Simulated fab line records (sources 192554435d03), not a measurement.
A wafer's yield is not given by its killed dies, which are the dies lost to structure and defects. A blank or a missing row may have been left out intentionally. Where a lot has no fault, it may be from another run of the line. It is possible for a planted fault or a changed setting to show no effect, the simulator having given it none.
Which tool did it?    flow n5 finfet    24 wafers from 8 lots sampled at 5 of the route's 1938 steps

== WHAT EACH GAUGE READ, for each wafer ==
N5_BEOL_M1_INSPECT_59: inspects for defects (darkfield).
lot   measured      on                 raw defect count
L573  day 6 22:31   defect inspect-02  115 114 108
L576  day 8 01:29   defect inspect-01  67 364 64
L577  day 8 03:12   defect inspect-01  412 76 38
L580  day 8 20:13   defect inspect-02  67 72 372
L586  day 11 03:07  defect inspect-01  76 60 56
L591  day 11 18:43  defect inspect-02  57 70 72
L593  day 12 19:05  defect inspect-01  54 43 94
L594  day 12 21:04  defect inspect-02  42 69 65

== TOOL THAT RAN EACH LOT (tool first, then ch and the chambers of the sampled wafers, then the start) ==
lot   N5_BEOL_M1_SPUTTER_90         N5_BEOL_M1_ANNEAL_51              N5_BEOL_M1_CMP_52              N5_BEOL_M1_CO_CAP_55
L573  pvd sputter-03, day 6 20:47   rtp anneal-01 ch 0, day 6 21:41   cmp-04 ch 1,2,3, day 6 21:56   cvd co-01 ch 0,1,2, day 6 22:19
L576  pvd sputter-02, day 7 23:44   rtp anneal-02 ch 0, day 8 00:41   cmp-04 ch 0,1, day 8 00:55     cvd co-01 ch 0,1,2, day 8 01:15
L577  pvd sputter-03, day 8 01:25   rtp anneal-02 ch 0, day 8 02:23   cmp-04 ch 0,1, day 8 02:36     cvd co-01 ch 1,2, day 8 02:59
L580  pvd sputter-01, day 8 18:29   rtp anneal-01 ch 0, day 8 19:23   cmp-04 ch 0,1,3, day 8 19:43   cvd co-01 ch 0,1, day 8 20:01
L586  pvd sputter-01, day 11 01:23  rtp anneal-02 ch 0, day 11 02:14  cmp-04 ch 0,1,3, day 11 02:34  cvd co-01 ch 0,1,2, day 11 02:55
L591  pvd sputter-02, day 11 16:57  rtp anneal-02 ch 0, day 11 17:53  cmp-04 ch 0,2,3, day 11 18:10  cvd co-02 ch 1,2, day 11 18:30
L593  pvd sputter-03, day 12 12:47  rtp anneal-02 ch 0, day 12 18:12  cmp-04 ch 0,1,3, day 12 18:34  cvd co-01 ch 0,1,2, day 12 18:52
L594  pvd sputter-03, day 12 19:17  rtp anneal-01 ch 0, day 12 20:08  cmp-04 ch 0,1,3, day 12 20:26  cvd co-02 ch 0,2, day 12 20:49
- N5_BEOL_M1_SPUTTER_90: material Cu, target thk 4.5 nm, time 8.29 s.
- N5_BEOL_M1_ANNEAL_51: time 90 s.
- N5_BEOL_M1_CMP_52: polishes, stops on SiOC, t overpolish 6.8 s, target thk 40 nm.
- N5_BEOL_M1_CO_CAP_55: material Co, precursor CCTBA/H2, target thk 2 nm, time 102.1 s.

== THE ANSWER, worked out from the rows above alone ==
Rule: usual is defined by the lots themselves. The widest of any qualifying gaps counts: lots, ordered by their means at a reading, are off when they make up no more than a third of the lots, leave a main group of 4 or more, and stand apart from it by 3 or more times the standard deviation of that group's means. Not used: any main group whose means are identical at the precision the tables above print for the reading. A lot without any number at a reading at which 4 lots or more have one is off too. The other lots that the step has rows for count as sound.
No lot is off on any of the readings shown, so nothing can be concluded from this.

== WHAT HAD BEEN PUT IN BY THE SIMULATOR ==
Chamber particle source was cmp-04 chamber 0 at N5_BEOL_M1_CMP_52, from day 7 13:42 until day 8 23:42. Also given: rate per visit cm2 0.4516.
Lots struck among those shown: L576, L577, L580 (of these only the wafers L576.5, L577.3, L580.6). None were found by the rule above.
